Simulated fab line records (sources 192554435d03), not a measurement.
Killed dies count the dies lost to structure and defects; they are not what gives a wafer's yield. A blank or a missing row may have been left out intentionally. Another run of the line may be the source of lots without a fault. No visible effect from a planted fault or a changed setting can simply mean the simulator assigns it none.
fab line records    flow n5_finfet
[record] lots = 3  wafers = 9  last_day = 17
route steps=1938 shown HKMG_FIN@401 BEOL_M4@1111 PASSIVATION@1936
lots with no fault: from the same line, run without faults
start_h: start of the lot's first displayed wafer, in hours after the record's first day    wait_h: hours from the lot's prior step to this one    " the same as in the row above    L1.1+2: one row covering several wafers at once    - no value present, or no start provided    * or withheld: withheld    < > ~ a bound
route shown NAME@n: NAME is a module with steps in the file, n the number in the route of the first one    usual: mean and standard deviation over wafers with no fault    same: alike in all rows    chamber/n: place in a boat    sites: readings site by site    _std_site: the values' standard deviation    _edge_site: the outer-site mean with the inner-site mean subtracted    radius_mm: for every site, how far away it sits from the centre of the wafer    mask NAME#n: copy n    behind: the most recent tool/chamber to have shaped the wafer    hold: why the lot went on hold/how many hours it stayed there/how the hold came to an end    device: the transistor (n, p or np) that didn't switch    end of line: at the end of the route, the tests of the same wafers    step lacking rows: just its recipe    killed: dies lost to structure and defects at the first sort, not the wafer's yield    map: dies across one wafer; x = killed, . = not, _ = none there
set.NAME: the run value of the setting; set.NAME@STEP: its run value at that earlier step    model.NAME: the simulator's own value behind a step, which no gauge read
lots at some steps of the route; a table a step, a row a wafer
services: the hour from which a tool's chamber was out of use, counted from the record's first day as start_h (under 0 if before that day), plus the number of hours and why
[[steps]]
[step N5_HKMG_FIN_DESCUM_53]
[recipe] chemistry = O2  time_s = 7.9  source_power_w = 50  bias_power_w = 20  pressure_mtorr = 20  rf_frequency_hz = 2.712e+07  temp_c = 40  resist = CAR-ArF  o2_flow_sccm = 225
[step N5_HKMG_FIN_ETCH_54]
[recipe] chemistry = CF4  target = SiARC  target_depth_a = 455  mask_material = CAR-ArF  time_s = 75.8  ion_energy_ev = 80  pressure_mtorr = 40  source_w = 545  bias_w = 36  Ar_flow_sccm = 100  cf4_flow_sccm = 100  ends = cleared
[step N5_HKMG_FIN_ETCH_55]
[recipe] chemistry = N2/H2  target = SOC  target_depth_a = 2400  temp_c = 40  time_s = 300  ion_energy_ev = 200  mask_material = SiARC  pressure_mtorr = 30  source_w = 840  bias_w = 150  n2_flow_sccm = 200  h2_flow_sccm = 200
[step N5_HKMG_FIN_STRIP_56]
[recipe] chemistry = N2/H2  temp_c = 40  n2_flow_sccm = 200  h2_flow_sccm = 200  rf_frequency_hz = 6e+07
[step N5_HKMG_FIN_STRIP_57]
[recipe] chemistry = CF4  resist = SiARC  power_w = 300  bias_power_w = 75  pressure_mtorr = 50  cf4_flow_sccm = 150  rf_frequency_hz = 6e+07
[step N5_HKMG_FIN_ETCH_58]
[recipe] chemistry = N2/H2  target = SOC  target_depth_a = 2158  ion_energy_ev = 50  bias_w = 13  time_s = 741  pressure_mtorr = 30  source_w = 875  n2_flow_sccm = 200  h2_flow_sccm = 200
[step N5_HKMG_FIN_STRIP_93]
[recipe] chemistry = N2/H2  material = SOC  time_s = 20  power_w = 500  temp_c = 40  pressure_mtorr = 50  rf_frequency_hz = 6e+07  bias_power_w = 8  h2_frac = 0.5  n2_flow_sccm = 300  h2_flow_sccm = 300
[step N5_HKMG_FIN_WET_ETCH_76]
[recipe] chemistry = dNH4OH  mix = 1:50  temp_c = 25  target = Al2O3  stop_on = La2O3  target_depth_nm = 2.25  dry = ipa_marangoni  rinse_time_s = 30  rinse_temp_c = 23
[step N5_HKMG_FIN_STRIP_60]
[recipe] chemistry = N2/H2  power_w = 2500  temp_c = 300  h2_frac = 0.65  time_s = 360  pressure_mtorr = withheld  n2_flow_sccm = 1750  h2_flow_sccm = 3250
[step N5_HKMG_FIN_WET_ETCH_77]
[recipe] chemistry = dHCl  mix = 1:10000  temp_c = 25  target = La2O3  stop_on = HfO2  target_depth_nm = 2
[step N5_HKMG_FIN_WET_ETCH_78]
[recipe] chemistry = dNH4OH  mix = 1:50  temp_c = 25  target = Al2O3  stop_on = La2O3  target_depth_nm = 4.5  dry = ipa_marangoni  rinse_time_s = 30  rinse_temp_c = 23
[step N5_HKMG_FIN_ALD_79]
[recipe] material = TiN  target_thk_a = 15  temp_c = 400  ald_precursor_family = TiCl4  ald_co_reactant = NH3  pulse_time_s = 1  purge_time_s = 3  co_reactant_purge_time_s = 2  co_reactant_pulse_time_s = 2  ald_cycles = 68  pressure_torr = 3
[step N5_HKMG_FIN_CVD_62]
[recipe] material = a-Si  target_thk_a = 30  temp_c = 500  precursor = Si2H6  pressure_torr = 1  time_s = 20.8
[usual] heater_power_w = 1400/130
lot.wafer  tool               chamber  start_h  wait_h  heater_power_w
L119.4     thermal_cvd_si-02  0        136.14   0.2     1572
L119.5     "                  1        "        "       1437
L119.6     "                  2        "        "       1478
L130.1     thermal_cvd_si-02  0        207.35   0.2     1580
L130.5     "                  2        "        "       1479
L130.6     "                  1        "        "       1405
L131.2     thermal_cvd_si-02  1        208.42   0.2     1432
L131.3     "                  2        "        "       1474
L131.6     "                  0        "        "       1574
[step N5_HKMG_FIN_RTA_80]
[recipe] temp_c = withheld  time_s = 2  ambient = N2  idle_temp_c = 600  ramp_up_c_per_s = 150  ramp_down_c_per_s = 60  cool_to_c = 600
[step N5_HKMG_FIN_PRECLEAN_64]
[recipe] chemistry = dHF  time_s = 30  temp_c = 25  dilution = withheld
[step N5_HKMG_FIN_WET_ETCH_65]
[recipe] chemistry = TMAH  temp_c = 70  conc_wt_pct = 5  target = a-Si  stop_on = TiN  time_s = 49  target_depth_nm = 3
[step N5_HKMG_FIN_WET_ETCH_81]
[recipe] chemistry = SC1  target = TiN  stop_on = HfO2  mix = 1:1:5  temp_c = 60  time_s = 57  target_depth_nm = 6
[step N5_HKMG_FIN_WET_ETCH_82]
[recipe] chemistry = dHCl  mix = 1:10000  temp_c = 25  target = La2O3  stop_on = HfO2  target_depth_nm = 2  dry = ipa_marangoni  rinse_time_s = 30  rinse_temp_c = 23
[step N5_HKMG_FIN_ALD_36]
[recipe] material = TiN  target_thk_a = 10  temp_c = 400  ald_precursor_family = TiCl4  ald_co_reactant = NH3  pulse_time_s = 1  purge_time_s = 3  co_reactant_purge_time_s = 2  co_reactant_pulse_time_s = 2  ald_cycles = 47  pressure_torr = 3
[step N5_HKMG_FIN_PWFM_ALD_03]
[recipe] material = TiN  target_thk_a = 20  temp_c = 400  ald_precursor_family = TiCl4  ald_co_reactant = NH3  pulse_time_s = 1  purge_time_s = 3  co_reactant_purge_time_s = 2  co_reactant_pulse_time_s = 2  ald_cycles = 91  pressure_torr = 3
[step N5_HKMG_FIN_COAT_29]
[recipe] resist = SOC  temp_c = 250  time_s = 60  spin_rpm = 1500  resist_thk_nm = 300
[step N5_HKMG_FIN_COAT_30]
[recipe] resist = SiARC  temp_c = 220  time_s = 60  spin_rpm = 1500  resist_thk_nm = 35
[step N5_HKMG_FIN_COAT_06]
[recipe] resist = CAR-ArF  spin_rpm = 1500  resist_thk_nm = 90
[step N5_HKMG_FIN_EBR_08]
[recipe] solvent = PGMEA  ebr_width_mm = 1.5
[step N5_HKMG_FIN_SOFTBAKE_07]
[recipe] temp_c = 110  time_s = 60  resist = CAR-ArF
[step N5_HKMG_FIN_EXPOSE_09]
[recipe] mask_id = NWFM  na = 1.35  source_shape = conventional  sigma_outer = 0.8  polarization = unpolarized  dose_mj = 39.25
[step N5_HKMG_FIN_PEB_10]
[recipe] peb_temp_c = withheld  peb_time_s = 60  resist = CAR-ArF
[step N5_HKMG_FIN_DEVELOP_11]
[recipe] develop_time_s = 30  developer = TMAH  resist = CAR-ArF  dev_temp_c = 23  rinse_liquid = diw  dry = air_spin
[step N5_HKMG_FIN_INSPECT_14]
[recipe] mode = adi  inspect_instrument = macro
[usual] raw_defect_count = 2.1/1.5
lot.wafer  tool               chamber  start_h  wait_h  raw_defect_count
L119.4     defect_inspect-01  -        137.75   0.0     >300
L119.5     "                  -        "        "       1
L119.6     "                  -        "        "       4
L130.1     defect_inspect-01  -        209.13   0.0     3
L130.5     "                  -        "        "       3
L130.6     "                  -        "        "       4
L131.2     defect_inspect-01  -        210.04   0.0     2
L131.3     "                  -        "        "       1
L131.6     "                  -        "        "       1
[step N5_HKMG_FIN_DESCUM_17]
[recipe] chemistry = O2  time_s = 7.9  source_power_w = 50  bias_power_w = 20  pressure_mtorr = 20  rf_frequency_hz = 2.712e+07  temp_c = 40  resist = CAR-ArF  o2_flow_sccm = 225
[step N5_BEOL_M4_RC_MEAS_101]
[usual] DIBL_N = 35.3/1.5  DIBL_P = 35.3/1.9  IOFF_N = 0.145/0.027  IOFF_P = 0.20/0.033  ION_N = 670/12  ION_P = 462/6.8  SS_N = 71.3/0.6  SS_P = 73.1/0.7  VT_N = 251/3.4  VT_P = -251/3.2
lot.wafer  tool       chamber  start_h  wait_h  DIBL_N[mV/V]  DIBL_P[mV/V]  IOFF_N[nA/um]  IOFF_P[nA/um]  ION_N[uA/um]  ION_P[uA/um]  SS_N[mV/dec]  SS_P[mV/dec]  VT_N[mV]  VT_P[mV]
L119.4     prober-02  0        241.56   0.5     32.5          33.7          0.116          0.19           659           465           70.3          72.5          253       -248
L119.5     "          0        "        "       31.9          32.3          0.105          0.17           648           457           71.1          72.1          253       -252
L119.6     "          0        "        "       34.4          33.9          0.126          0.18           656           453           71.3          72.2          256       -253
L130.1     prober-01  0        304.10   0.0     37.3          36.5          0.174          0.20           675           459           71.5          73.8          250       -251
L130.5     "          0        "        "       36.3          35.7          0.157          0.19           663           455           71.8          73.6          253       -254
L130.6     "          0        "        "       37.2          37.5          0.177          0.22           680           466           71.8          73.8          246       -251
L131.2     prober-02  0        307.40   0.2     37.0          36.3          0.146          0.22           663           460           71.1          73.0          252       -250
L131.3     "          0        "        "       37.2          35.3          0.148          0.19           651           447           72.2          73.0          252       -253
L131.6     "          0        "        "       35.5          34.1          0.121          0.17           664           454           70.7          72.6          254       -250
[step N5_PASSIVATION_PROBE_49]
[usual] defect_limited_yield = 91.2/1.5  killed_at_M0_to_M3 = 34/11  killed_at_M4_up = 14/5.4  killed_at_contacts = 12/5.9  killed_at_front_end = 40/12  killed_at_other = 4/3.3  killed_dies = 103/18  killed_open = 68/13  killed_short = 34/7.5  sort_bin_5_function = 5.1/1  sort_bin_6_memory = 3.3/0.7  sort_n_pass = 1076/18  sort_yield_pct = 91.2/1.5
[same] gross_dies = 1180  killed_at_back_side = 0  sort_bin_4_leakage[%] = 0  sort_bin_8_speed[%] = 0
lot.wafer  tool       chamber  start_h  wait_h  defect_limited_yield[%]  killed_at_M0_to_M3  killed_at_M4_up  killed_at_contacts  killed_at_front_end  killed_at_other  killed_dies  killed_open  killed_short  sort_bin_5_function[%]  sort_bin_6_memory[%]  sort_n_pass  sort_yield_pct[%]
L119.4     prober-02  -        347.95   0.2     83.3                     37                  14               8                   134                  4                197          62           36            11.7                    3.9                   983          83.3
// killed by level:class
L119.4 HKMG_FIN:unspecified=97 FIN_SAQP:geometric_particle:short=12 STI_FIN_REVEAL:geometric_particle:open=10 MOL_CONTACT_COAG:geometric_particle:open=8 BEOL_M1:geometric_particle:open=7 BEOL_M0_SAQP:geometric_particle:open=6 BEOL_M3:geometric_particle:open=6 FIN_SAQP:geometric_particle:open=4
// map L119.4 (x killed, . not)
_________________...........x________________
______________.................._____________
___________..xx........x....x......__________
__________.............x............_________
________.............x...........x...._______
_______.......x.................x.x....______
______..x............x..x........xx..x.._____
_____...xx.......x.x.....x....x.x.xx.xx..____
____.x.....x..................x.xxxxxxx...___
___.........................x..xxxxxxxxxxxx__
___.......x..................xxxxxxxxxxx.x.__
__..........................xx.xxxxxxxxxxxx._
__.x.x..............x...x...x.xxxxxxxxx.xx.x_
_..x.........x............x.xxxxxxxxxxx..x...
_x......xx...................xxxxxxxxxxxx....
_.x........................x....x.xxx........
_x........x..................x...x.xx........
_...x.........................x.xxx....x.....
_...........x................x.........x.....
_..x................x.xx.......x.............
_..........................x.xx..............
__..........................x....x.........._
__.x.x.....x...........xx.........x....x...._
___......x.....................xx.......xx.__
___......x....xx....x......x...............__
____.x....x...x...x.................xx....___
_____x..x...................x...x........____
______...x...x.........x......x..x....x._____
_______...x..........................x.______
________.......xxx.......x...........x_______
__________.........................._________
___________.......x................__________
______________.................._____________
_________________............________________
// map L130.6 (x killed, . not)
_________________......x.....________________
______________..x....x.x.....x.._____________
___________.............x....x.....__________
__________.......................x.._________
________......x........x...x.........x_______
_______.x.........x.x...........x......______
______x.............x.xx........x......._____
_____............x.....x....x....x.x.....____
____..x.x.......x....x...............x....___
___.x.................x.............x.....x__
___...x........x.x.x............x..........__
__........x.........x....x....x.........x..._
__........x......x............x............._
_.....x...x.......x.x......xx.......x........
_x.......x....x...............x........x.....
_...............x.....xx.....xx..............
_..................x...............x.........
_x...xx............x..x...x...x...x.........x
_...x............x......x....x.............x.
_...........................x.....xx...x...x.
_x.....................x...x............x....
__...xxx..............x........x..x.x......._
__..............x..xx..............x........_
___.................x...................x..__
___........x........x..x...................__
____....x.......................x.........___
_____...x.........................x......____
______........................x.......x._____
_______..x...........x.................______
________......x..x....x...x.x.x......._______
__________.....x..x.............x..._________
___________.x.................x....__________
______________.....x...x.......x_____________
_________________............________________
[[services]]
tool               chamber  start_h  hours  kind
thermal_cvd_si-02  -        116.67   0.8    repair
[[key]]
[first_sign] step = N5_HKMG_FIN_INSPECT_14  reading = raw_defect_count  direction = up  sigmas = 99+  usual = 2.1  struck = >300
[effect] step = N5_PASSIVATION_PROBE_49  reading = killed_at_front_end  direction = up  sigmas = 7.9  usual = 40  struck = 134
[more_kills_born_at] N5_HKMG_FIN_CVD_62@thermal_cvd_si-02 = 97
met_at N5_HKMG_FIN_CVD_62
struck_wafers L119.4
[fault] kind = chamber_particle_source  tool = thermal_cvd_si-02  chamber = 0  onset_h = 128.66  steps = N5_HKMG_FIN_CVD_62  rate_per_visit_cm2 = 0.49434  end_h = 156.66
